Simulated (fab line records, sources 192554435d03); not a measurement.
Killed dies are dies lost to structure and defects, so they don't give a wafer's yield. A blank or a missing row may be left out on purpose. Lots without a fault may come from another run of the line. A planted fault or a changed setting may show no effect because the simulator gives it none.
Which tool did it? | flow n5_finfet | 24 lots, 72 wafers sampled, at 6 steps of a route of 1938

WHAT THE GAUGES READ, wafer by wafer
N5_BEOL_M5_OVL_MEAS_29. Usual: V4_OVL 0.0 nm, standard deviation 0.89.
lot  | measured     | on         | V4_OVL (nm)    | flag
L074 | day 8 07:44  | overlay-02 | -0.9 -0.6 -0.6 |
L075 | day 8 09:24  | overlay-02 | -0.2 0.3 -0.3  |
L076 | day 8 18:40  | overlay-02 | -1.5 -0.6 0.2  |
L077 | day 9 02:56  | overlay-01 | 1.2 1.0 0.0    |
L078 | day 9 08:41  | overlay-02 | 2.0 0.8 0.6    |
L080 | day 9 15:05  | overlay-01 | 0.7 0.4 0.9    |
L081 | day 10 01:46 | overlay-01 | -0.7 -0.6 -0.4 |
L079 | day 10 01:50 | overlay-01 | 0.0 -0.8 0.2   |
L083 | day 10 07:34 | overlay-01 | -0.8 0.2 -0.8  |
L082 | day 10 19:43 | overlay-01 | 0.2 -1.5 -0.9  |
L084 | day 11 01:55 | overlay-02 | 0.7 0.2 0.0    |
L085 | day 11 07:22 | overlay-01 | 0.7 -0.1 0.0   |
L086 | day 11 12:26 | overlay-01 | 0.2 -0.4 -1.2  |
L087 | day 11 18:35 | overlay-02 | -0.3 1.6 0.4   |
L088 | day 11 21:57 | overlay-01 | 0.9 1.3 1.5    |
L089 | day 12 01:26 | overlay-01 | -0.5 -0.9 0.0  |
L090 | day 12 09:20 | overlay-02 | 1.3 1.5 0.6    |
L091 | day 12 13:19 | overlay-01 | -0.9 -1.4 -1.5 |
L092 | day 13 01:20 | overlay-01 | 1.6 0.2 0.3    |
L093 | day 13 08:32 | overlay-01 | 1.1 0.2 -0.6   |
L094 | day 13 08:22 | overlay-02 | -1.5 -0.8 0.9  |
L095 | day 13 21:06 | overlay-02 | -2.8 -0.2 -0.4 |
L096 | day 14 00:54 | overlay-02 | -0.4 -1.0 0.5  |
L097 | day 14 13:14 | overlay-01 | -0.6 -0.4 -0.6 |

WHICH TOOL RAN EACH LOT (tool, then ch and the chambers of the sampled wafers, then the start)
lot  | N5_BEOL_M4_TRENCH_ETCH_37                     | N5_BEOL_M4_ANNEAL_89         | N5_BEOL_M4_ANNEAL_95         | N5_BEOL_M5_CURE_79            | N5_BEOL_M5_HM_OPEN_17
L074 | rie_diel-03 ch 0,1, day 8 01:49 or earlier    | pvd_sputter-01, day 8 01:49  | pvd_sputter-01, day 8 02:28  | uv_cure-02 ch 2, day 8 05:20  | rie_metal-02 ch 0,1, day 8 07:10
L075 | rie_diel-05 ch 0,2, day 8 02:28 or earlier    | pvd_sputter-03, day 8 02:28  | pvd_sputter-03, day 8 03:07  | uv_cure-03 ch 0, day 8 05:23  | rie_metal-01 ch 0,1, day 8 08:47
L076 | rie_diel-02 ch 0,2,3, day 8 10:55 or earlier  | pvd_sputter-02, day 8 10:55  | pvd_sputter-02, day 8 11:35  | uv_cure-02 ch 2, day 8 15:18  | rie_metal-01 ch 0,1, day 8 18:00
L077 | rie_diel-02 ch 0,3, day 8 18:42 or earlier    | pvd_sputter-03, day 8 18:42  | pvd_sputter-03, day 8 19:22  | uv_cure-03 ch 2, day 8 21:56  | rie_metal-01 ch 0,1, day 8 23:41
L078 | rie_diel-03 ch 0,1,3, day 8 23:55 or earlier  | pvd_sputter-02, day 8 23:55  | pvd_sputter-02, day 9 00:35  | uv_cure-01 ch 0, day 9 04:07  | rie_metal-02 ch 0,1, day 9 07:58
L080 | rie_diel-02 ch 0,1, day 9 08:52 or earlier    | pvd_sputter-03, day 9 08:52  | pvd_sputter-03, day 9 09:31  | uv_cure-03 ch 0, day 9 12:11  | rie_metal-02 ch 0,1, day 9 14:10
L081 | rie_diel-03 ch 0,1, day 9 17:55 or earlier    | pvd_sputter-03, day 9 17:55  | pvd_sputter-03, day 9 18:35  | uv_cure-01 ch 2, day 9 23:13  | rie_metal-01 ch 0,1, day 10 00:53
L079 | rie_diel-05 ch 0,1,2, day 9 18:05 or earlier  | pvd_sputter-01, day 9 18:05  | pvd_sputter-01, day 9 18:44  | uv_cure-03 ch 2, day 9 23:51  | rie_metal-02 ch 0,1, day 10 01:10
L083 | rie_diel-03 ch 1,3, day 9 22:42 or earlier    | pvd_sputter-01, day 9 22:42  | pvd_sputter-01, day 9 23:22  | uv_cure-01 ch 1, day 10 03:53 | rie_metal-01 ch 0,1, day 10 05:58
L082 | rie_diel-03 ch 1,2,3, day 10 10:49 or earlier | pvd_sputter-01, day 10 10:49 | pvd_sputter-01, day 10 11:28 | uv_cure-02 ch 1, day 10 16:34 | rie_metal-01 ch 1, day 10 19:04
L084 | rie_diel-02 ch 0,2,3, day 10 17:07 or earlier | pvd_sputter-02, day 10 17:07 | pvd_sputter-02, day 10 17:46 | uv_cure-02 ch 2, day 10 23:20 | rie_metal-01 ch 0,1, day 11 01:13
L085 | rie_diel-03 ch 1,3, day 10 19:48 or earlier   | pvd_sputter-02, day 10 19:48 | pvd_sputter-02, day 10 20:28 | uv_cure-03 ch 0, day 11 03:11 | rie_metal-02 ch 0, day 11 04:56
L086 | rie_diel-05 ch 1,2,3, day 10 23:11 or earlier | pvd_sputter-01, day 10 23:11 | pvd_sputter-01, day 10 23:50 | uv_cure-03 ch 2, day 11 04:51 | rie_metal-02 ch 0, day 11 08:05
L087 | rie_diel-03 ch 0,1,3, day 11 10:07 or earlier | pvd_sputter-01, day 11 10:07 | pvd_sputter-01, day 11 10:46 | uv_cure-02 ch 1, day 11 13:03 | rie_metal-01 ch 0, day 11 15:06
L088 | rie_diel-02 ch 0,1,3, day 11 15:19 or earlier | pvd_sputter-01, day 11 15:19 | pvd_sputter-01, day 11 15:58 | uv_cure-01 ch 2, day 11 18:19 | rie_metal-02 ch 0,1, day 11 20:02
L089 | rie_diel-03 ch 0,1,3, day 11 17:15 or earlier | pvd_sputter-01, day 11 17:15 | pvd_sputter-01, day 11 17:55 | uv_cure-02 ch 2, day 11 21:08 | rie_metal-02 ch 0,1, day 11 23:47
L090 | rie_diel-02 ch 0,3, day 12 00:38 or earlier   | pvd_sputter-03, day 12 00:38 | pvd_sputter-03, day 12 01:17 | uv_cure-01 ch 2, day 12 03:35 | rie_metal-02 ch 0,1, day 12 06:27
L091 | rie_diel-02 ch 1,2,3, day 12 03:58 or earlier | pvd_sputter-03, day 12 03:58 | pvd_sputter-03, day 12 04:37 | uv_cure-02 ch 0, day 12 06:53 | rie_metal-03 ch 0,1, day 12 11:26
L092 | rie_diel-05 ch 2,3, day 12 18:46 or earlier   | pvd_sputter-02, day 12 18:46 | pvd_sputter-02, day 12 19:25 | uv_cure-02 ch 0, day 12 21:42 | rie_metal-01 ch 1, day 12 23:37
L093 | rie_diel-05 ch 2,3, day 13 00:46 or earlier   | pvd_sputter-01, day 13 00:46 | pvd_sputter-01, day 13 01:26 | uv_cure-03 ch 2, day 13 03:42 | rie_metal-03 ch 0,1, day 13 07:01
L094 | rie_diel-05 ch 0,2, day 13 02:37 or earlier   | pvd_sputter-01, day 13 02:37 | pvd_sputter-01, day 13 03:16 | uv_cure-01 ch 1, day 13 05:32 | rie_metal-02 ch 0,1, day 13 07:26
L095 | rie_diel-02 ch 0,1,2, day 13 13:22 or earlier | pvd_sputter-03, day 13 13:22 | pvd_sputter-03, day 13 14:01 | uv_cure-02 ch 1, day 13 16:17 | rie_metal-02 ch 0,1, day 13 19:30
L096 | rie_diel-02 ch 0,2,3, day 13 18:29 or earlier | pvd_sputter-02, day 13 18:29 | pvd_sputter-02, day 13 19:08 | uv_cure-03 ch 0, day 13 21:46 | rie_metal-02 ch 0, day 13 23:13
L097 | rie_diel-05 ch 1,2, day 14 07:11 or earlier   | pvd_sputter-02, day 14 07:11 | pvd_sputter-02, day 14 07:50 | uv_cure-01 ch 2, day 14 10:09 | rie_metal-02 ch 0,1, day 14 12:09
- N5_BEOL_M4_TRENCH_ETCH_37: etches SiOC in C4F6/O2, target depth 55.555 nm, time 29.2 s.
- N5_BEOL_M4_ANNEAL_89: time 240 s.
- N5_BEOL_M4_ANNEAL_95: time 240 s.
- N5_BEOL_M5_CURE_79: cures SiCOH lowk, time 240 s.
- N5_BEOL_M5_HM_OPEN_17: chemistry Cl2/BCl3, target TiN, target depth 20 nm, overetch 6 nm.

WHAT THE TOOLS THEMSELVES READ (means of the sampled wafers that have a number; where no wafer has one, the mark that the record gives instead)
N5_BEOL_M4_TRENCH_ETCH_37. Usual: drypump_motor_current_A 5.9 A, standard deviation 0.39; oes_product_au 0.79 a.u., standard deviation 0.1; rf_vpp_V 666 V, standard deviation 15; showerhead_plenum_p_Torr 2.82 Torr, standard deviation 0.092; throttle_valve_pct 20.83 %, standard deviation 0.22.
lot  | tool        | drypump_motor_current_A (A) | oes_product_au (a.u.) | rf_vpp_V (V) | showerhead_plenum_p_Torr (Torr) | throttle_valve_pct (%) | flag
L074 | rie_diel-03 | 6.3                         | 0.74                  | 651          | 2.85                            | 20.94                  |
L075 | rie_diel-05 | 5.7                         | 0.78                  | 673          | 2.89                            | 20.67                  |
L076 | rie_diel-02 | 6.0                         | 0.77                  | 675          | 2.73                            | 20.96                  |
L077 | rie_diel-02 | 6.1                         | 0.82                  | 661          | 2.72                            | 20.89                  |
L078 | rie_diel-03 | 6.2                         | 0.72                  | 651          | 2.83                            | 20.84                  |
L080 | rie_diel-02 | 6.0                         | 0.74                  | 673          | 2.74                            | 20.94                  |
L081 | rie_diel-03 | 6.3                         | 0.69                  | 655          | 2.82                            | 20.95                  |
L079 | rie_diel-05 | 5.5                         | 0.77                  | 674          | 2.88                            | 20.82                  |
L083 | rie_diel-03 | 6.2                         | 0.74                  | 646          | 2.86                            | 20.86                  |
L082 | rie_diel-03 | 5.9                         | 0.82                  | 648          | 2.83                            | 20.71                  |
L084 | rie_diel-02 | 6.0                         | 0.83                  | 674          | 2.72                            | 20.86                  |
L085 | rie_diel-03 | 6.0                         | 0.72                  | 646          | 2.84                            | 20.77                  |
L086 | rie_diel-05 | 5.7                         | 0.75                  | 674          | 2.89                            | 20.97                  |
L087 | rie_diel-03 | 6.2                         | 0.83                  | 651          | 2.82                            | 20.75                  |
L088 | rie_diel-02 | 5.9                         | 0.75                  | 668          | 2.78                            | 20.94                  |
L089 | rie_diel-03 | 6.1                         | 0.82                  | 651          | 2.82                            | 20.75                  |
L090 | rie_diel-02 | 6.1                         | 0.78                  | 661          | 2.71                            | 20.94                  |
L091 | rie_diel-02 | 5.7                         | 0.80                  | 676          | 2.83                            | 20.83                  |
L092 | rie_diel-05 | 6.2                         | 0.74                  | 677          | 2.88                            | 21.03                  |
L093 | rie_diel-05 | 6.2                         | 0.75                  | 676          | 2.88                            | 21.03                  |
L094 | rie_diel-05 | 5.6                         | 0.89                  | 678          | 2.82                            | 20.52                  |
L095 | rie_diel-02 | 5.9                         | 0.76                  | 682          | 2.78                            | 20.89                  |
L096 | rie_diel-02 | 6.0                         | 0.80                  | 673          | 2.71                            | 20.91                  |
L097 | rie_diel-05 | 5.4                         | 0.88                  | 678          | 2.82                            | 20.71                  |

N5_BEOL_M4_ANNEAL_89. Usual: heater_power_w 843 W, standard deviation 99.
lot  | tool           | heater_power_w (W) | flag
L074 | pvd_sputter-01 | 923                |
L075 | pvd_sputter-03 | 892                |
L076 | pvd_sputter-02 | 742                |
L077 | pvd_sputter-03 | 878                |
L078 | pvd_sputter-02 | 820                |
L080 | pvd_sputter-03 | 899                |
L081 | pvd_sputter-03 | 890                |
L079 | pvd_sputter-01 | 824                |
L083 | pvd_sputter-01 | 938                |
L082 | pvd_sputter-01 | 868                |
L084 | pvd_sputter-02 | 832                |
L085 | pvd_sputter-02 | 699                |
L086 | pvd_sputter-01 | 871                |
L087 | pvd_sputter-01 | 938                |
L088 | pvd_sputter-01 | 776                |
L089 | pvd_sputter-01 | 941                |
L090 | pvd_sputter-03 | 879                |
L091 | pvd_sputter-03 | 852                |
L092 | pvd_sputter-02 | 702                |
L093 | pvd_sputter-01 | 866                |
L094 | pvd_sputter-01 | 844                |
L095 | pvd_sputter-03 | 872                |
L096 | pvd_sputter-02 | 790                |
L097 | pvd_sputter-02 | 731                |

N5_BEOL_M4_ANNEAL_95. Usual: heater_power_w 848 W, standard deviation 100.
lot  | tool           | heater_power_w (W) | flag
L074 | pvd_sputter-01 | 940                |
L075 | pvd_sputter-03 | 893                |
L076 | pvd_sputter-02 | 749                |
L077 | pvd_sputter-03 | 877                |
L078 | pvd_sputter-02 | 829                |
L080 | pvd_sputter-03 | 910                |
L081 | pvd_sputter-03 | 912                |
L079 | pvd_sputter-01 | 846                |
L083 | pvd_sputter-01 | 936                |
L082 | pvd_sputter-01 | 867                |
L084 | pvd_sputter-02 | 816                |
L085 | pvd_sputter-02 | 703                |
L086 | pvd_sputter-01 | 886                |
L087 | pvd_sputter-01 | 944                |
L088 | pvd_sputter-01 | 791                |
L089 | pvd_sputter-01 | 941                |
L090 | pvd_sputter-03 | 878                |
L091 | pvd_sputter-03 | 859                |
L092 | pvd_sputter-02 | 701                |
L093 | pvd_sputter-01 | 875                |
L094 | pvd_sputter-01 | 853                |
L095 | pvd_sputter-03 | 865                |
L096 | pvd_sputter-02 | 773                |
L097 | pvd_sputter-02 | 740                |

N5_BEOL_M5_CURE_79. Usual: lamp_power_pct 52.32 %, standard deviation 0.061; wafer_temp_C_max 387.4, standard deviation 0.81.
lot  | tool       | lamp_power_pct (%) | wafer_temp_C_max | flag
L074 | uv_cure-02 | 52.34              | 388.4            |
L075 | uv_cure-03 | 52.32              | 387.6            |
L076 | uv_cure-02 | 52.36              | 388.3            |
L077 | uv_cure-03 | 52.32              | 388.0            |
L078 | uv_cure-01 | 52.33              | 387.3            |
L080 | uv_cure-03 | 52.30              | 387.8            |
L081 | uv_cure-01 | 52.35              | 386.7            |
L079 | uv_cure-03 | 52.34              | 387.6            |
L083 | uv_cure-01 | 52.34              | 386.4            |
L082 | uv_cure-02 | 52.33              | 386.2            |
L084 | uv_cure-02 | 52.33              | 387.9            |
L085 | uv_cure-03 | 52.31              | 387.7            |
L086 | uv_cure-03 | 52.26              | 388.0            |
L087 | uv_cure-02 | 52.37              | 386.4            |
L088 | uv_cure-01 | 52.32              | 387.5            |
L089 | uv_cure-02 | 52.32              | 387.9            |
L090 | uv_cure-01 | 52.27              | 387.3            |
L091 | uv_cure-02 | 52.35              | 387.2            |
L092 | uv_cure-02 | 52.28              | 386.8            |
L093 | uv_cure-03 | 52.42              | 387.0            |
L094 | uv_cure-01 | 52.31              | 386.0            |
L095 | uv_cure-02 | 52.28              | 386.2            |
L096 | uv_cure-03 | 52.34              | 387.5            |
L097 | uv_cure-01 | 52.38              | 387.6            |

N5_BEOL_M5_HM_OPEN_17. Usual: drypump_motor_current_A 5.7 A, standard deviation 0.4; oes_product_au 0.62 a.u., standard deviation 0.084; throttle_valve_pct 22.28 %, standard deviation 0.25.
lot  | tool         | drypump_motor_current_A (A) | oes_product_au (a.u.) | throttle_valve_pct (%) | flag
L074 | rie_metal-02 | 5.5                         | 0.56                  | 22.37                  |
L075 | rie_metal-01 | 6.0                         | 0.58                  | 22.16                  |
L076 | rie_metal-01 | 6.1                         | 0.56                  | 22.33                  |
L077 | rie_metal-01 | 6.0                         | 0.58                  | 22.16                  |
L078 | rie_metal-02 | 5.5                         | 0.55                  | 22.37                  |
L080 | rie_metal-02 | 5.5                         | 0.55                  | 22.35                  |
L081 | rie_metal-01 | 6.1                         | 0.56                  | 22.33                  |
L079 | rie_metal-02 | 5.5                         | 0.55                  | 22.38                  |
L083 | rie_metal-01 | 6.1                         | 0.56                  | 22.33                  |
L082 | rie_metal-01 | 6.0                         | 0.59                  | 22.00                  |
L084 | rie_metal-01 | 6.0                         | 0.57                  | 22.17                  |
L085 | rie_metal-02 | 5.7                         | 0.81                  | 21.97                  |
L086 | rie_metal-02 | 5.7                         | 0.81                  | 21.97                  |
L087 | rie_metal-01 | 6.1                         | 0.53                  | 22.51                  |
L088 | rie_metal-02 | 5.3                         | 0.65                  | 22.37                  |
L089 | rie_metal-02 | 5.5                         | 0.72                  | 22.17                  |
L090 | rie_metal-02 | 5.3                         | 0.65                  | 22.38                  |
L091 | rie_metal-03 | 6.1                         | 0.66                  | 22.35                  |
L092 | rie_metal-01 | 6.0                         | 0.58                  | 22.01                  |
L093 | rie_metal-03 | 6.2                         | 0.62                  | 22.34                  |
L094 | rie_metal-02 | 5.5                         | 0.70                  | 22.18                  |
L095 | rie_metal-02 | 5.3                         | 0.65                  | 22.38                  |
L096 | rie_metal-02 | 5.7                         | 0.75                  | 22.00                  |
L097 | rie_metal-02 | 5.3                         | 0.64                  | 22.38                  |

THE ANSWER, worked out from the rows above alone
Rule: a lot is off if the mean of its wafers that have a number lies more than 3 standard deviations from the usual mean. A lot without any number at a reading at which 4 lots or more have one is off too. The other lots that the step has rows for count as sound. The gauges are gone through in route order, then the tools' own readings, and for those a lot's mean is taken as printed above. The first step at which some lot is off is used, and at that step the reading that is off furthest; a lot without a number counts as furthest.
No lot is off at any reading shown: from this, nothing can be told.

WHAT THE SIMULATOR HAD PUT IN
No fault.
